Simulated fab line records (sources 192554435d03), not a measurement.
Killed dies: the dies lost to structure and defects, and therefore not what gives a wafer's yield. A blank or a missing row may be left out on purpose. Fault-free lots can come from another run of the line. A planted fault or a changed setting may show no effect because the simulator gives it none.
fab line records + flow n5_finfet
[record]
- lots = 10
- wafers = 30
- last_day = 18
route steps=1938 shown ILD0@335 BEOL_M4@1111 PASSIVATION@1936
lots that met no fault: from a run of the same line without faults
start_h: hours from the record's first day to the start of the lot's first wafer shown + wait_h: hours from the lot's prior step to this one + " as in the row above + L1.1+2: a single row standing in for several wafers + - value missing, or start not given + * or withheld: withheld + < > ~ a bound
route shown NAME@n: a module of which the file shows steps, and the number in the route of the first + usual: mean/standard deviation of fault-free wafers + same: alike in all rows + chamber/n: place in a boat + sites: per-site readings + _std_site: their standard deviation + _edge_site: inner sites' mean taken away from outer sites' mean + radius_mm: for every site, how far away it sits from the centre of the wafer + mask NAME#n: copy n + behind: the tool/chamber that last shaped the wafer + hold: the reason the lot was held/the length of the hold in hours/how it ended + device: transistor that didn't switch, given as n, p or np + end of line: tests of these same wafers at the route's end + a step given without rows: its recipe and nothing more + killed: not the wafer's yield, but the dies lost to structure and defects at the first sort + map: a wafer's dies, x killed, . not, _ none there
set.NAME: the setting the step ran with; set.NAME@STEP: the setting that earlier step ran with + model.NAME: the simulator's own value behind a step, which no gauge read
route steps across a sampled set of lots; one table per step, one row per wafer
services: a tool's chamber out of use, with start hour (start_h, from the record's first day; less than 0 if before it), hours out, and reason
[[steps]]
[step N5_ILD0_LINER_00]
[recipe]
- material = SiNx
- target_thk_a = 40
- temp_c = 400
- ald_precursor_family = SiH2I2
- ald_co_reactant = N2/H2-plasma
- pulse_time_s = 1
- purge_time_s = 2
- co_reactant_purge_time_s = 2
- ald_cycles = 80
- pressure_torr = 2
[usual]
- heater_power_w = 832/87
- precursor_pulse_height_rel = 1.001/0.021
| lot.wafer | tool       | chamber | start_h | wait_h | heater_power_w | precursor_pulse_height_rel |
|-----------|------------|---------|---------|--------|----------------|----------------------------|
| L737.2    | ald_sin-04 | 0       | 58.41   | 0.0    | 659            | 1.013                      |
| L737.3    | "          | 1       | "       | "      | 903            | 0.969                      |
| L737.4    | "          | 3       | "       | "      | 924            | 0.970                      |
| L741.3    | ald_sin-01 | 2       | 86.91   | 0.1    | 829            | 0.998                      |
| L741.5    | "          | 3       | "       | "      | 930            | 1.029                      |
| L741.6    | "          | 0       | "       | "      | 854            | 0.993                      |
| L745.1    | ald_sin-04 | 1       | 110.74  | 0.0    | 894            | 1.009                      |
| L745.3    | "          | 3       | "       | "      | 933            | 0.986                      |
| L745.6    | "          | 0       | "       | "      | 657            | 1.026                      |
| L746.2    | ald_sin-02 | 3       | 113.19  | 0.0    | 797            | 1.000                      |
| L746.5    | "          | 0       | "       | "      | 689            | 1.007                      |
| L746.6    | "          | 1       | "       | "      | 826            | 1.045                      |
| L747.3    | ald_sin-04 | 1       | 122.31  | 0.0    | 884            | 1.026                      |
| L747.5    | "          | 1       | "       | "      | 902            | 0.998                      |
| L747.6    | "          | 0       | "       | "      | 672            | 1.017                      |
| L754.2    | ald_sin-04 | 0       | 161.00  | 0.0    | 676            | 0.990                      |
| L754.4    | "          | 2       | "       | "      | 854            | 0.985                      |
| L754.5    | "          | 2       | "       | "      | 848            | 1.031                      |
| L755.1    | ald_sin-01 | 1       | 168.62  | 0.0    | 759            | 0.996                      |
| L755.4    | "          | 0       | "       | "      | 867            | 0.997                      |
| L755.6    | "          | 1       | "       | "      | 805            | 1.019                      |
| L757.1    | ald_sin-04 | 2       | 180.48  | 0.0    | 846            | 1.024                      |
| L757.2    | "          | 0       | "       | "      | 670            | 0.989                      |
| L757.5    | "          | 1       | "       | "      | 912            | 1.008                      |
| L759.2    | ald_sin-01 | 2       | 192.39  | 0.0    | 877            | 1.021                      |
| L759.4    | "          | 1       | "       | "      | 779            | 1.026                      |
| L759.6    | "          | 0       | "       | "      | 878            | 1.002                      |
| L760.2    | ald_sin-04 | 0       | 200.48  | 0.0    | 682            | 1.014                      |
| L760.3    | "          | 2       | "       | "      | 857            | 1.010                      |
| L760.6    | "          | 3       | "       | "      | 922            | 0.957                      |
[step N5_ILD0_THK_MEAS_04]
[usual]
- thk_nm = 197.1/1.2
| lot.wafer | tool          | chamber | start_h | wait_h | thk_nm |
|-----------|---------------|---------|---------|--------|--------|
| L737.2    | film_metro-01 | -       | 61.07   | -      | 197.9  |
| L737.3    | "             | -       | "       | "      | 197.4  |
| L737.4    | "             | -       | "       | "      | 198.2  |
| L741.3    | film_metro-01 | -       | 89.57   | -      | 198.5  |
| L741.5    | "             | -       | "       | "      | 197.8  |
| L741.6    | "             | -       | "       | "      | 197.6  |
| L745.1    | film_metro-02 | -       | 113.40  | -      | 196.9  |
| L745.3    | "             | -       | "       | "      | 199.0  |
| L745.6    | "             | -       | "       | "      | 195.9  |
| L746.2    | film_metro-01 | -       | 115.86  | -      | 198.8  |
| L746.5    | "             | -       | "       | "      | 200.4  |
| L746.6    | "             | -       | "       | "      | 200.0  |
| L747.3    | film_metro-01 | -       | 124.97  | -      | 195.1  |
| L747.5    | "             | -       | "       | "      | 196.2  |
| L747.6    | "             | -       | "       | "      | 195.9  |
| L754.2    | film_metro-02 | -       | 163.66  | -      | 195.5  |
| L754.4    | "             | -       | "       | "      | 196.2  |
| L754.5    | "             | -       | "       | "      | 194.9  |
| L755.1    | film_metro-02 | -       | 171.27  | -      | 196.1  |
| L755.4    | "             | -       | "       | "      | 194.6  |
| L755.6    | "             | -       | "       | "      | 196.3  |
| L757.1    | film_metro-02 | -       | 183.14  | -      | 196.4  |
| L757.2    | "             | -       | "       | "      | 198.1  |
| L757.5    | "             | -       | "       | "      | 197.0  |
| L759.2    | film_metro-01 | -       | 195.41  | -      | 198.1  |
| L759.4    | "             | -       | "       | "      | 198.9  |
| L759.6    | "             | -       | "       | "      | 198.0  |
| L760.2    | film_metro-02 | -       | 203.52  | 0.1    | 197.4  |
| L760.3    | "             | -       | "       | "      | 195.5  |
| L760.6    | "             | -       | "       | "      | 195.3  |
[step N5_ILD0_THK_MEAS_08]
[usual]
- thk_nm = 138.4/1.3
| lot.wafer | tool          | chamber | start_h | wait_h | thk_nm |
|-----------|---------------|---------|---------|--------|--------|
| L737.2    | film_metro-01 | -       | 61.39   | -      | 138.1  |
| L737.3    | "             | -       | "       | "      | 137.2  |
| L737.4    | "             | -       | "       | "      | 137.5  |
| L741.3    | film_metro-01 | -       | 89.89   | -      | 137.7  |
| L741.5    | "             | -       | "       | "      | 137.0  |
| L741.6    | "             | -       | "       | "      | 137.6  |
| L745.1    | film_metro-01 | -       | 113.72  | -      | 136.6  |
| L745.3    | "             | -       | "       | "      | 138.9  |
| L745.6    | "             | -       | "       | "      | 139.2  |
| L746.2    | film_metro-01 | -       | 116.19  | -      | 140.1  |
| L746.5    | "             | -       | "       | "      | 141.2  |
| L746.6    | "             | -       | "       | "      | 141.1  |
| L747.3    | film_metro-02 | -       | 125.30  | -      | 136.2  |
| L747.5    | "             | -       | "       | "      | 139.1  |
| L747.6    | "             | -       | "       | "      | 137.2  |
| L754.2    | film_metro-02 | -       | 163.98  | -      | 136.0  |
| L754.4    | "             | -       | "       | "      | 136.4  |
| L754.5    | "             | -       | "       | "      | 136.6  |
| L755.1    | film_metro-01 | -       | 171.60  | -      | 140.3  |
| L755.4    | "             | -       | "       | "      | 139.5  |
| L755.6    | "             | -       | "       | "      | 138.7  |
| L757.1    | film_metro-02 | -       | 183.46  | -      | 139.2  |
| L757.2    | "             | -       | "       | "      | 138.7  |
| L757.5    | "             | -       | "       | "      | 140.2  |
| L759.2    | film_metro-02 | -       | 195.74  | -      | 137.7  |
| L759.4    | "             | -       | "       | "      | 137.2  |
| L759.6    | "             | -       | "       | "      | 137.5  |
| L760.2    | film_metro-02 | -       | 203.84  | -      | 138.0  |
| L760.3    | "             | -       | "       | "      | 137.9  |
| L760.6    | "             | -       | "       | "      | 139.5  |
[step N5_ILD0_CMP_12]
[recipe]
- stop_on = poly-Si
- material = SiNx
- t_overpolish_s = 6
- post_cmp_clean = alkaline_brush
- down_force_psi = 2.5
- platen_rpm = 51.8
- pad_velocity_m_s = 1.0307
- target_thk_nm = 17.67
[usual]
- head_pressure_psi = 2.499/0.0053
- motor_current_A = 9.1/0.91
- overpolish_run_s = 6.000/0.0085
- time_to_endpoint_s = 28.2/2.7
[same]
- t_overpolish_s = 6
| lot.wafer | tool   | chamber | start_h | wait_h | head_pressure_psi | motor_current_A | overpolish_run_s | time_to_endpoint_s |
|-----------|--------|---------|---------|--------|-------------------|-----------------|------------------|--------------------|
| L737.3    | cmp-02 | 0       | 64.35   | 1.2    | 2.492             | 7.8             | 5.990            | 28.0               |
| L737.4    | "      | 1       | "       | "      | 2.503             | 9.2             | 5.997            | 28.2               |
| L737.2    | "      | 2       | "       | "      | 2.495             | 8.9             | 6.013            | 28.5               |
| L741.3    | cmp-02 | 0       | 92.90   | 1.2    | 2.496             | 7.7             | 5.985            | 28.7               |
| L741.6    | "      | 3       | "       | "      | 2.495             | 9.0             | 6.012            | 26.2               |
| L741.5    | "      | 0       | "       | "      | 2.501             | 8.1             | 6.004            | 28.6               |
| L745.3    | cmp-02 | 3       | 116.64  | 1.1    | 2.501             | 9.1             | 6.024            | 22.3               |
| L745.1    | "      | 0       | "       | "      | 2.503             | 8.1             | 6.001            | 25.2               |
| L745.6    | "      | 3       | "       | "      | 2.501             | 8.9             | 5.989            | 24.1               |
| L746.2    | cmp-02 | 3       | 119.22  | 1.2    | 1.872             | 7.6             | 6.009            | 37.5               |
| L746.6    | "      | 0       | "       | "      | 1.874             | 6.7             | 5.998            | 38.4               |
| L746.5    | "      | 1       | "       | "      | 1.875             | 8.7             | 5.984            | 36.1               |
| L747.3    | cmp-02 | 3       | 128.33  | 1.2    | 1.877             | 7.6             | 5.991            | 36.7               |
| L747.5    | "      | 0       | "       | "      | 1.881             | 6.8             | 6.016            | 38.2               |
| L747.6    | "      | 1       | "       | "      | 1.885             | 7.9             | 6.007            | 37.2               |
| L754.2    | cmp-03 | 1       | 166.96  | 1.2    | 2.498             | 9.1             | 6.011            | 27.0               |
| L754.4    | "      | 3       | "       | "      | 2.493             | 9.7             | 5.986            | 28.2               |
| L754.5    | "      | 0       | "       | "      | 2.512             | 10.2            | 6.009            | 25.9               |
| L755.4    | cmp-03 | 2       | 174.52  | 1.1    | 2.507             | 9.9             | 5.990            | 29.7               |
| L755.1    | "      | 1       | "       | "      | 2.504             | 8.8             | 5.998            | 29.0               |
| L755.6    | "      | 2       | "       | "      | 2.508             | 10.1            | 5.986            | 30.5               |
| L757.1    | cmp-03 | 2       | 186.42  | 1.2    | 2.498             | 10.0            | 5.995            | 33.1               |
| L757.2    | "      | 0       | "       | "      | 2.501             | 10.3            | 6.016            | 28.9               |
| L757.5    | "      | 2       | "       | "      | 2.498             | 9.7             | 6.006            | 29.6               |
| L759.4    | cmp-03 | 1       | 198.69  | 1.2    | 2.504             | 9.1             | 5.990            | 31.2               |
| L759.2    | "      | 3       | "       | "      | 2.501             | 10.0            | 5.998            | 28.1               |
| L759.6    | "      | 1       | "       | "      | 2.496             | 9.1             | 5.996            | 30.7               |
| L760.3    | cmp-02 | 0       | 206.80  | 1.2    | 2.503             | 8.3             | 6.003            | 26.9               |
| L760.2    | "      | 2       | "       | "      | 2.500             | 9.0             | 6.003            | 22.8               |
| L760.6    | "      | 3       | "       | "      | 2.495             | 8.2             | 5.998            | 22.8               |
[step N5_BEOL_M4_RC_MEAS_101]
[usual]
- DIBL_N = 36.0/1.6
- DIBL_P = 36.1/2
- IOFF_N = 0.160/0.029
- IOFF_P = 0.21/0.039
- ION_N = 675/13
- ION_P = 464/8.8
- SS_N = 71.5/0.58
- SS_P = 73.3/0.65
- VT_N = 250/3.3
- VT_P = -249/3.6
| lot.wafer | tool      | chamber | start_h | wait_h | DIBL_N[mV/V] | DIBL_P[mV/V] | IOFF_N[nA/um] | IOFF_P[nA/um] | ION_N[uA/um] | ION_P[uA/um] | SS_N[mV/dec] | SS_P[mV/dec] | VT_N[mV] | VT_P[mV] |
|-----------|-----------|---------|---------|--------|--------------|--------------|---------------|---------------|--------------|--------------|--------------|--------------|----------|----------|
| L737.2    | prober-02 | 0       | 164.07  | 0.2    | 37.4         | 36.9         | 0.164         | 0.21          | 676          | 456          | 72.0         | 73.4         | 247      | -252     |
| L737.3    | "         | 0       | "       | "      | 35.6         | 34.9         | 0.128         | 0.19          | 659          | 454          | 71.5         | 73.0         | 251      | -253     |
| L737.4    | "         | 0       | "       | "      | 36.4         | 33.6         | 0.141         | 0.17          | 662          | 449          | 71.6         | 72.7         | 254      | -255     |
| L741.3    | prober-02 | 0       | 191.35  | 0.3    | 33.7         | 35.3         | 0.146         | 0.19          | 678          | 463          | 71.2         | 73.1         | 250      | -252     |
| L741.5    | "         | 0       | "       | "      | 32.2         | 33.5         | 0.118         | 0.17          | 675          | 466          | 70.8         | 72.7         | 253      | -250     |
| L741.6    | "         | 0       | "       | "      | 35.7         | 37.8         | 0.175         | 0.23          | 678          | 463          | 70.7         | 73.7         | 247      | -249     |
| L745.1    | prober-01 | 0       | 219.96  | 0.0    | 37.1         | 36.8         | 0.180         | 0.20          | 669          | 454          | 71.5         | 73.3         | 251      | -251     |
| L745.3    | "         | 0       | "       | "      | 34.3         | 35.2         | 0.130         | 0.18          | 658          | 452          | 71.1         | 72.9         | 256      | -250     |
| L745.6    | "         | 0       | "       | "      | 34.3         | 34.8         | 0.132         | 0.18          | 672          | 462          | 71.1         | 73.6         | 251      | -252     |
| L746.2    | prober-02 | 0       | 220.17  | 0.2    | 35.8         | 35.5         | 0.150         | 0.20          | 677          | 467          | 71.9         | 73.4         | 249      | -253     |
| L746.5    | "         | 0       | "       | "      | 37.9         | 37.8         | 0.186         | 0.24          | 688          | 472          | 72.2         | 73.6         | 245      | -248     |
| L746.6    | "         | 0       | "       | "      | 38.2         | 37.7         | 0.192         | 0.24          | 688          | 466          | 71.8         | 73.8         | 245      | -248     |
| L747.3    | prober-02 | 0       | 234.71  | 0.3    | 36.3         | 36.7         | 0.166         | 0.23          | 679          | 463          | 72.5         | 72.7         | 248      | -246     |
| L747.5    | "         | 0       | "       | "      | 36.4         | 37.4         | 0.165         | 0.25          | 678          | 471          | 72.9         | 73.8         | 249      | -243     |
| L747.6    | "         | 0       | "       | "      | 37.7         | 38.8         | 0.180         | 0.26          | 672          | 458          | 72.1         | 73.5         | 248      | -247     |
| L754.2    | prober-01 | 0       | 268.24  | 0.2    | 37.1         | 38.1         | 0.203         | 0.22          | 685          | 463          | 71.5         | 73.6         | 245      | -248     |
| L754.4    | "         | 0       | "       | "      | 35.7         | 36.5         | 0.154         | 0.20          | 661          | 463          | 71.4         | 73.8         | 248      | -248     |
| L754.5    | "         | 0       | "       | "      | 34.8         | 35.1         | 0.144         | 0.18          | 670          | 455          | 70.7         | 72.9         | 250      | -253     |
| L755.1    | prober-02 | 0       | 286.33  | 0.0    | 37.0         | 37.9         | 0.177         | 0.24          | 694          | 478          | 72.3         | 73.2         | 245      | -245     |
| L755.4    | "         | 0       | "       | "      | 38.7         | 39.9         | 0.218         | 0.30          | 711          | 482          | 72.2         | 74.3         | 244      | -244     |
| L755.6    | "         | 0       | "       | "      | 38.2         | 40.1         | 0.195         | 0.29          | 689          | 480          | 72.1         | 73.8         | 244      | -244     |
| L757.1    | prober-02 | 0       | 301.11  | 0.0    | 35.4         | 35.1         | 0.146         | 0.20          | 695          | 478          | 71.2         | 72.2         | 249      | -251     |
| L757.2    | "         | 0       | "       | "      | 36.8         | 36.5         | 0.159         | 0.22          | 675          | 466          | 71.7         | 73.2         | 251      | -248     |
| L757.5    | "         | 0       | "       | "      | 38.6         | 39.2         | 0.210         | 0.27          | 706          | 479          | 72.0         | 74.0         | 247      | -247     |
| L760.2    | prober-01 | 0       | 302.01  | 0.2    | 37.1         | 39.3         | 0.192         | 0.30          | 682          | 472          | 70.9         | 74.7         | 245      | -242     |
| L760.3    | "         | 0       | "       | "      | 37.2         | 38.6         | 0.181         | 0.27          | 677          | 469          | 72.6         | 73.8         | 247      | -246     |
| L760.6    | "         | 0       | "       | "      | 38.8         | 40.2         | 0.234         | 0.31          | 687          | 468          | 72.1         | 74.1         | 244      | -242     |
| L759.2    | prober-02 | 0       | 303.43  | 0.2    | 34.6         | 33.6         | 0.128         | 0.19          | 664          | 462          | 70.7         | 72.0         | 253      | -247     |
| L759.4    | "         | 0       | "       | "      | 35.0         | 35.3         | 0.139         | 0.21          | 657          | 458          | 71.5         | 72.9         | 253      | -251     |
| L759.6    | "         | 0       | "       | "      | 37.1         | 37.7         | 0.180         | 0.25          | 682          | 465          | 71.9         | 74.1         | 247      | -247     |
[step N5_PASSIVATION_PROBE_49]
[usual]
- defect_limited_yield = 91.0/1.3
- killed_at_M0_to_M3 = 36/9.5
- killed_at_M4_up = 14/5.6
- killed_at_contacts = 12/6.4
- killed_at_front_end = 40/10
- killed_at_other = 3.2/3
- killed_dies = 107/15
- killed_open = 69/12
- killed_short = 35/7.7
- sort_bin_5_function = 5.3/0.91
- sort_bin_6_memory = 3.3/0.65
- sort_n_pass = 1073/15
- sort_yield_pct = 91.0/1.3
[same]
- gross_dies = 1180
- killed_at_back_side = 0
- sort_bin_4_leakage[%] = 0
- sort_bin_8_speed[%] = 0
| lot.wafer | tool      | chamber | start_h | wait_h | defect_limited_yield[%] | killed_at_M0_to_M3 | killed_at_M4_up | killed_at_contacts | killed_at_front_end | killed_at_other | killed_dies | killed_open | killed_short | sort_bin_5_function[%] | sort_bin_6_memory[%] | sort_n_pass | sort_yield_pct[%] |
|-----------|-----------|---------|---------|--------|-------------------------|--------------------|-----------------|--------------------|---------------------|-----------------|-------------|-------------|--------------|------------------------|----------------------|-------------|-------------------|
| L737.2    | prober-02 | -       | 270.16  | 0.1    | 92.6                    | 34                 | 13              | 6                  | 32                  | 2               | 87          | 57          | 29           | 5.0                    | 2.1                  | 1093        | 92.6              |
| L737.3    | prober-02 | -       | 270.21  | 0.1    | 91.4                    | 35                 | 25              | 14                 | 26                  | 2               | 102         | 63          | 38           | 4.2                    | 4.0                  | 1078        | 91.4              |
| L737.4    | prober-02 | -       | 270.26  | 0.2    | 92.8                    | 38                 | 7               | 12                 | 27                  | 1               | 85          | 61          | 24           | 3.6                    | 3.3                  | 1095        | 92.8              |
| L745.3    | prober-02 | -       | 335.85  | 0.1    | 88.9                    | 41                 | 27              | 3                  | 59                  | 1               | 131         | 92          | 37           | 6.0                    | 4.4                  | 1049        | 88.9              |
| L747.5    | prober-01 | -       | 346.47  | 0.2    | 92.0                    | 24                 | 13              | 10                 | 43                  | 4               | 94          | 55          | 34           | 4.7                    | 2.7                  | 1086        | 92.0              |
// killed by level:class
L737.2 BEOL_M1:geometric_particle:open=8 FIN_SAQP:geometric_particle:open=7 STI_FIN_REVEAL:geometric_particle:open=7 BEOL_M0_SAQP:geometric_particle:short=6 BEOL_M2:geometric_particle:open=6 BEOL_M4:geometric_particle:open=6 FIN_SAQP:geometric_particle:short=5 MOL_CONTACT_COAG:geometric_particle:open=5
L737.3 BEOL_M4:geometric_particle:open=13 BEOL_M2:geometric_particle:open=13 MOL_CONTACT_COAG:geometric_particle:open=10 GATE_CUT:geometric_particle:short=7 BEOL_M2:geometric_particle:short=7 BEOL_M0_SAQP:geometric_particle:short=5 MOL_CONTACT_COAG:geometric_particle:short=4 STARTING-WAFER:geometric_particle:short=4
L737.4 BEOL_M1:geometric_particle:open=15 MOL_CONTACT_COAG:geometric_particle:open=10 STI_FIN_REVEAL:geometric_particle:open=8 BEOL_M0_SAQP:geometric_particle:open=8 FIN_SAQP:geometric_particle:short=5 BEOL_M0_SAQP:geometric_particle:short=5 BEOL_M0:geometric_particle:open=4 BEOL_M4:geometric_particle:open=4
L745.3 BEOL_M4:geometric_particle:open=16 BEOL_M1:geometric_particle:open=15 STI_FIN_REVEAL:geometric_particle:open=14 FIN_SAQP:geometric_particle:short=12 BEOL_M3:geometric_particle:open=10 FIN_SAQP:geometric_particle:open=8 STARTING-WAFER:geometric_particle:open=7 BEOL_M0_SAQP:geometric_particle:open=6
L747.5 FIN_SAQP:geometric_particle:open=9 BEOL_M4:geometric_particle:open=8 BEOL_M0:geometric_particle:open=7 GATE_CUT:geometric_particle:short=5 MOL_CONTACT_COAG:geometric_particle:open=5 MOL_CONTACT_COAG:geometric_particle:short=5 STARTING-WAFER:geometric_particle:open=5 FIN_SAQP:geometric_particle:short=4
[[services]]
| tool       | chamber | start_h | hours | kind                           |
|------------|---------|---------|-------|--------------------------------|
| ald_sin-02 | 3       | 36.99   | 8.6   | repair                         |
| ald_sin-01 | 1       | 47.80   | 2.6   | repair                         |
| ald_sin-01 | 0       | 48.63   | 11.0  | repair                         |
| cmp-03     | -       | 71.24   | 4.3   | repair                         |
| ald_sin-01 | -       | 95.73   | 5.5   | repair                         |
| cmp-03     | -       | 96.44   | 0.5   | repair                         |
| cmp-02     | -       | 102.12  | 2.7   | repair                         |
| cmp-02     | -       | 119.96  | 2.1   | repair                         |
| cmp-02     | -       | 135.25  | 4.0   | pm                             |
| cmp-02     | -       | 139.25  | -     | consumable_replace:conditioner |
| cmp-02     | -       | 139.25  | -     | consumable_replace:pad         |
| ald_sin-01 | -       | 176.75  | 14.0  | pm                             |
| ald_sin-01 | 0       | 176.75  | 14.0  | vent_cycle                     |
| ald_sin-01 | 1       | 176.75  | 14.0  | vent_cycle                     |
| ald_sin-01 | 2       | 176.75  | 14.0  | vent_cycle                     |
| ald_sin-01 | 3       | 176.75  | 14.0  | vent_cycle                     |
| ald_sin-01 | 0       | 190.75  | -     | clean                          |
| ald_sin-01 | 1       | 190.75  | -     | clean                          |
| ald_sin-01 | 2       | 190.75  | -     | clean                          |
| ald_sin-01 | 3       | 190.75  | -     | clean                          |
| ald_sin-01 | 2       | 194.30  | 4.3   | repair                         |
| ald_sin-02 | 0       | 197.62  | 23.9  | repair                         |
| cmp-02     | -       | 199.17  | 2.7   | repair                         |
| ald_sin-02 | -       | 206.28  | 1.0   | repair                         |
[[key]]
[first_sign]
- step = N5_ILD0_CMP_12
- reading = head_pressure_psi
- direction = down
- sigmas = 99+
- usual = 2.499
- struck = 1.877
[effect]
- step = N5_ILD0_CMP_12
- reading = time_to_endpoint_s
- direction = up
- sigmas = 3.4
- usual = *
- struck = *
met_at N5_ILD0_CMP_12
struck_lots L746,L747
not_acting_at N5_ILD0_LINER_00,N5_ILD0_THK_MEAS_04,N5_ILD0_THK_MEAS_08
onset_between 116.64 119.22
[fault]
- kind = process_parameter_drift
- tool = cmp-02
- chamber = -
- onset_h = 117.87
- steps = N5_ILD0_CMP_12
- channel = down_force_psi
- offset = -0.62312
- shape = step
- end_h = 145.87
- acts_in = these_recipes_only
- stated = 2.5
